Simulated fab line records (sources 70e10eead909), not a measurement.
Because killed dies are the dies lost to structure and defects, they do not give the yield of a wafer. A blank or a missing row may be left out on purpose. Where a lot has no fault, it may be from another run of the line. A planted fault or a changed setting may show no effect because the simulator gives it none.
Which of the tools did it? ; flow nandHarc ; 72 wafers from 24 lots sampled at 5 of the route's 1159 steps

== WHAT THE GAUGES READ, wafer by wafer ==
NHARC_A_STAIRCASE_INSPECT_155. Usual: rawDefectCount reads 318 (standard deviation 100).
lot;measured;on;rawDefectCount;flag
L075;day 13 14:53;defectInspect-01;219 249 208;
L074;day 13 15:20;defectInspect-01;434 306 286;
L076;day 14 04:00;defectInspect-01;221 257 335;
L077;day 14 08:56;defectInspect-02;271 263 291;
L078;day 14 22:26;defectInspect-02;270 148 208;
L080;day 15 07:59;defectInspect-02;238 469 476;
L079;day 15 07:26;defectInspect-01;204 213 336;
L082;day 15 20:25;defectInspect-01;441 276 366;
L081;day 15 20:46;defectInspect-01;470 463 417;
L083;day 15 20:07;defectInspect-01;310 283 227;
L084;day 16 06:37;defectInspect-01;225 295 238;
L085;day 16 22:59;defectInspect-01;260 195 308;
L086;day 16 23:23;defectInspect-01;508 329 414;
L087;day 16 23:04;defectInspect-02;378 322 258;
L088;day 17 21:35;defectInspect-02;290 343 327;
L089;day 17 21:29;defectInspect-01;248 287 214;
L091;day 17 22:59;defectInspect-01;352 249 263;
L090;day 17 21:04;defectInspect-01;247 263 326;
L093;day 18 09:59;defectInspect-02;351 318 291;
L092;day 18 10:14;defectInspect-02;201 367 376;
L094;day 19 01:48;defectInspect-02;383 465 328;
L095;day 19 02:04;defectInspect-01;280 239 167;
L096;day 19 01:40;defectInspect-02;273 269 294;
L097;day 19 15:37;defectInspect-02;419 373 261;

NHARC_A_SGD_CUT_OVL_MEAS_10. Usual: overlayXNm 0.0 nm, standard deviation 0.74; overlayYNm 0.2 nm, standard deviation 0.89.
lot;measured;on;overlayXNm (nm);overlayYNm (nm);flag
L075;day 13 15:49;overlay-02;0.2 -0.5 0.3;-0.6 -0.3 -0.4;
L074;day 13 16:13;overlay-02;0.0 -0.2 -1.1;-1.3 -1.2 -1.1;
L076;day 14 04:52;overlay-01;-0.3 0.2 0.4;-0.7 0.0 -0.8;
L077;day 14 09:49;overlay-01;-0.4 -0.5 -0.6;-0.4 -0.9 -0.4;
L078;day 14 23:11;overlay-02;0.5 0.4 0.6;-0.3 -0.5 -1.1;
L080;day 15 09:06;overlay-02;-1.9 -0.8 -1.2;0.9 0.4 1.0;
L079;day 15 08:56;overlay-01;-1.4 -1.8 -1.6;0.2 -0.2 0.7;
L082;day 15 21:17;overlay-01;-0.1 -0.4 0.1;0.5 0.3 0.6;
L081;day 15 21:40;overlay-02;0.6 0.2 0.8;-0.4 -0.2 -0.3;
L083;day 15 21:00;overlay-01;0.4 0.7 0.8;0.1 -0.6 0.3;
L084;day 16 07:22;overlay-02;-0.6 0.1 0.1;0.7 1.3 0.7;
L085;day 16 23:58;overlay-01;0.5 0.0 0.0;-0.2 0.6 0.0;
L086;day 17 00:19;overlay-02;0.4 0.8 0.2;0.4 0.2 -0.2;
L087;day 17 00:08;overlay-01;1.5 0.8 1.1;0.5 0.3 1.0;
L088;day 17 22:32;overlay-02;-0.9 -0.1 -0.3;0.7 0.3 0.3;
L089;day 17 22:23;overlay-01;0.3 0.1 -0.1;1.1 1.2 0.2;
L091;day 17 23:52;overlay-01;0.3 0.5 0.6;-0.1 -0.6 -0.1;
L090;day 17 21:57;overlay-02;-0.2 0.2 -0.2;0.6 0.8 0.4;
L093;day 18 10:53;overlay-01;-0.2 -0.7 -0.5;2.7 3.0 2.8;
L092;day 18 11:06;overlay-01;0.4 0.4 0.8;0.2 0.4 0.4;
L094;day 19 02:41;overlay-01;0.8 1.0 0.9;0.3 0.2 -0.8;
L095;day 19 02:57;overlay-01;-1.6 -1.1 -0.8;1.6 1.1 1.4;
L096;day 19 02:25;overlay-01;0.4 0.9 0.4;-1.0 -1.2 -1.2;
L097;day 19 16:27;overlay-02;1.0 1.0 1.0;-0.1 -0.1 0.3;

NHARC_A_SGD_CUT_INSPECT_11. Usual: rawDefectCount reads 17 (standard deviation 9.2).
lot;measured;on;rawDefectCount;flag
L075;day 13 15:52;defectInspect-01;29 18 17;
L074;day 13 16:15;defectInspect-01;6 5 13;
L076;day 14 04:55;defectInspect-01;23 27 22;
L077;day 14 09:52;defectInspect-02;5 10 5;
L078;day 14 23:14;defectInspect-01;34 30 28;
L080;day 15 09:08;defectInspect-02;28 29 24;
L079;day 15 08:58;defectInspect-01;11 11 15;
L082;day 15 21:19;defectInspect-02;33 25 33;
L081;day 15 21:43;defectInspect-02;14 25 32;
L083;day 15 21:02;defectInspect-02;17 11 10;
L084;day 16 07:25;defectInspect-02;15 11 6;
L085;day 17 00:00;defectInspect-01;23 41 36;
L086;day 17 00:22;defectInspect-02;7 3 9;
L087;day 17 00:11;defectInspect-02;12 10 9;
L088;day 17 22:34;defectInspect-01;26 18 36;
L089;day 17 22:25;defectInspect-01;13 8 17;
L091;day 17 23:55;defectInspect-01;9 11 9;
L090;day 17 21:59;defectInspect-02;30 28 29;
L093;day 18 10:55;defectInspect-01;10 12 11;
L092;day 18 11:08;defectInspect-01;12 12 13;
L094;day 19 02:43;defectInspect-02;12 13 12;
L095;day 19 02:59;defectInspect-01;37 22 24;
L096;day 19 02:28;defectInspect-02;16 6 9;
L097;day 19 16:29;defectInspect-01;14 15 11;

== TOOL THAT RAN EACH LOT (tool first, then ch and the chambers of the sampled wafers, then the start) ==
lot;NHARC_A_STAIRCASE_STRIP_238;NHARC_A_STAIRCASE_STRIP_475
L075;plasmaAsher-01 ch 0,1, day 11 00:37;rieDiel-01 ch 0,2,3, day 13 14:53 or earlier
L074;plasmaAsher-01 ch 0,1, day 11 07:35;rieDiel-02 ch 2,3, day 13 15:20 or earlier
L076;plasmaAsher-01 ch 0, day 11 20:44;rieDiel-04 ch 0,2,3, day 14 04:00 or earlier
L077;plasmaAsher-01 ch 0,1, day 11 21:01;rieDiel-04 ch 1,2,3, day 14 08:56 or earlier
L078;plasmaAsher-02 ch 0,1, day 12 04:50;rieDiel-01 ch 1,2,3, day 14 22:26 or earlier
L080;plasmaAsher-02 ch 0,1, day 12 20:03;rieDiel-01 ch 1,2, day 15 07:59 or earlier
L079;plasmaAsher-02 ch 0,1, day 12 20:20;rieDiel-01 ch 0,1,3, day 15 07:26 or earlier
L082;plasmaAsher-02 ch 0,1, day 13 12:19;rieDiel-01 ch 1,2,3, day 15 20:25 or earlier
L081;plasmaAsher-01 ch 0,1, day 13 14:00;rieDiel-02 ch 0,1, day 15 20:01
L083;plasmaAsher-01 ch 0, day 13 14:11;rieDiel-04 ch 1,3, day 15 20:07 or earlier
L084;plasmaAsher-02 ch 0,1, day 13 22:14;rieDiel-02 ch 0,1,2, day 16 05:53
L085;plasmaAsher-02 ch 0,1, day 14 12:32;rieDiel-04 ch 1,2,3, day 16 22:59 or earlier
L086;plasmaAsher-02 ch 0,1, day 14 12:57;rieDiel-02 ch 1,2, day 16 23:23 or earlier
L087;plasmaAsher-01 ch 0,1, day 14 17:37;rieDiel-02 ch 1,2, day 16 23:04 or earlier
L088;plasmaAsher-01 ch 0,1, day 14 23:18;rieDiel-02 ch 0,1,3, day 17 21:35 or earlier
L089;plasmaAsher-02 ch 0,1, day 15 00:08;rieDiel-02 ch 1,2,3, day 17 21:29 or earlier
L091;plasmaAsher-02 ch 0,1, day 15 06:26;rieDiel-04 ch 0,1,3, day 17 22:59 or earlier
L090;plasmaAsher-02 ch 0,1, day 15 06:58;rieDiel-01 ch 2,3, day 17 21:04 or earlier
L093;plasmaAsher-01 ch 0,1, day 15 22:31;rieDiel-02 ch 1,2, day 18 09:59 or earlier
L092;plasmaAsher-02 ch 0,1, day 15 22:39;rieDiel-04 ch 0,1,2, day 18 10:14 or earlier
L094;plasmaAsher-02 ch 0,1, day 16 12:08;rieDiel-01 ch 1,2, day 19 01:48 or earlier
L095;plasmaAsher-02 ch 0,1, day 16 13:10;rieDiel-04 ch 2,3, day 19 02:04 or earlier
L096;plasmaAsher-02 ch 0,1, day 16 18:08;rieDiel-04 ch 0,1, day 19 01:40 or earlier
L097;plasmaAsher-02 ch 0,1, day 16 22:52;rieDiel-01 ch 1,3, day 19 15:37 or earlier
- NHARC_A_STAIRCASE_STRIP_238: strips in O2.
- NHARC_A_STAIRCASE_STRIP_475: strips in O2, time 20 s.

== WHAT THE TOOLS THEMSELVES READ (means of the sampled wafers that have a number; where no wafer has one, the mark that the record gives instead) ==
NHARC_A_STAIRCASE_STRIP_238. Usual: drypumpMotorCurrentA 5.5 A, standard deviation 0.36; heaterPowerW 337 W, standard deviation 14.
lot;tool;drypumpMotorCurrentA (A);heaterPowerW (W);flag
L075;plasmaAsher-01;5.4;318;
L074;plasmaAsher-01;5.4;319;
L076;plasmaAsher-01;5.7;340;
L077;plasmaAsher-01;5.4;316;
L078;plasmaAsher-02;5.7;342;
L080;plasmaAsher-02;5.4;340;
L079;plasmaAsher-02;5.4;333;
L082;plasmaAsher-02;5.7;342;
L081;plasmaAsher-01;5.4;336;
L083;plasmaAsher-01;5.7;353;
L084;plasmaAsher-02;5.4;336;
L085;plasmaAsher-02;5.4;334;
L086;plasmaAsher-02;5.4;332;
L087;plasmaAsher-01;5.6;342;
L088;plasmaAsher-01;5.4;330;
L089;plasmaAsher-02;5.7;344;
L091;plasmaAsher-02;5.4;340;
L090;plasmaAsher-02;5.4;338;
L093;plasmaAsher-01;5.4;332;
L092;plasmaAsher-02;5.4;337;
L094;plasmaAsher-02;5.4;350;
L095;plasmaAsher-02;5.7;344;
L096;plasmaAsher-02;5.6;346;
L097;plasmaAsher-02;5.4;351;

NHARC_A_STAIRCASE_STRIP_475. Usual: drypumpMotorCurrentA 5.7 A, standard deviation 0.46; o2FlowSccm 500.0 sccm, standard deviation 1.7; oesProductAu 1.001 a.u., standard deviation 0.012; rfVppV 57.7 V, standard deviation 0.98; showerheadPlenumPTorr 3.52 Torr, standard deviation 0.17; throttleValvePct 17.036 %, standard deviation 0.009.
lot;tool;drypumpMotorCurrentA (A);o2FlowSccm (sccm);oesProductAu (a.u.);rfVppV (V);showerheadPlenumPTorr (Torr);throttleValvePct (%);flag
L075;rieDiel-01;5.7;499.7;0.994;57.7;3.52;17.026;
L074;rieDiel-02;5.6;499.3;0.984;57.8;3.29;17.034;
L076;rieDiel-04;5.3;500.4;1.001;57.4;3.57;17.038;
L077;rieDiel-04;5.6;500.2;0.995;58.2;3.53;17.034;
L078;rieDiel-01;5.5;501.2;1.010;57.5;3.56;17.040;
L080;rieDiel-01;5.8;500.8;1.012;57.4;3.64;17.038;
L079;rieDiel-01;5.4;500.1;0.996;58.2;3.57;17.033;
L082;rieDiel-01;5.5;500.1;1.005;57.3;3.56;17.034;
L081;rieDiel-02;6.3;499.8;0.999;57.8;3.34;17.035;
L083;rieDiel-04;5.7;499.2;0.996;57.4;3.55;17.032;
L084;rieDiel-02;6.2;501.7;0.998;57.5;3.48;17.035;
L085;rieDiel-04;5.6;500.3;1.010;59.0;3.51;17.040;
L086;rieDiel-02;6.1;501.4;1.002;58.4;3.51;17.045;
L087;rieDiel-02;6.2;500.0;1.008;58.2;3.51;17.021;
L088;rieDiel-02;5.9;500.5;1.003;56.8;3.31;17.037;
L089;rieDiel-02;5.8;499.9;1.000;57.2;3.48;17.040;
L091;rieDiel-04;5.5;497.4;1.008;58.0;3.59;17.044;
L090;rieDiel-01;5.8;501.8;1.003;57.6;3.49;17.033;
L093;rieDiel-02;6.0;500.5;0.991;57.9;3.64;17.036;
L092;rieDiel-04;5.5;499.4;1.011;57.4;3.55;17.041;
L094;rieDiel-01;5.6;501.3;1.002;58.1;3.69;17.035;
L095;rieDiel-04;5.5;499.2;0.988;56.6;3.50;17.041;
L096;rieDiel-04;5.3;501.2;1.009;57.4;3.63;17.042;
L097;rieDiel-01;5.1;497.7;0.996;57.7;3.46;17.034;

== THE ANSWER, worked out from the rows above alone ==
Rule: a lot is off if the mean of its wafers that have a number lies more than 3 standard deviations from the usual mean. A lot without any number at a reading at which 4 lots or more have one is off too. The other lots that the step has rows for count as sound. Order of review: gauges by route order, followed by the tools' own readings, for which a lot's mean as printed above is used. At the first step where some lot is off, the reading lying furthest off is the one used; lots without a number count as furthest.
None of the lots is off at any reading shown; this tells nothing.

== WHAT HAD BEEN PUT IN BY THE SIMULATOR ==
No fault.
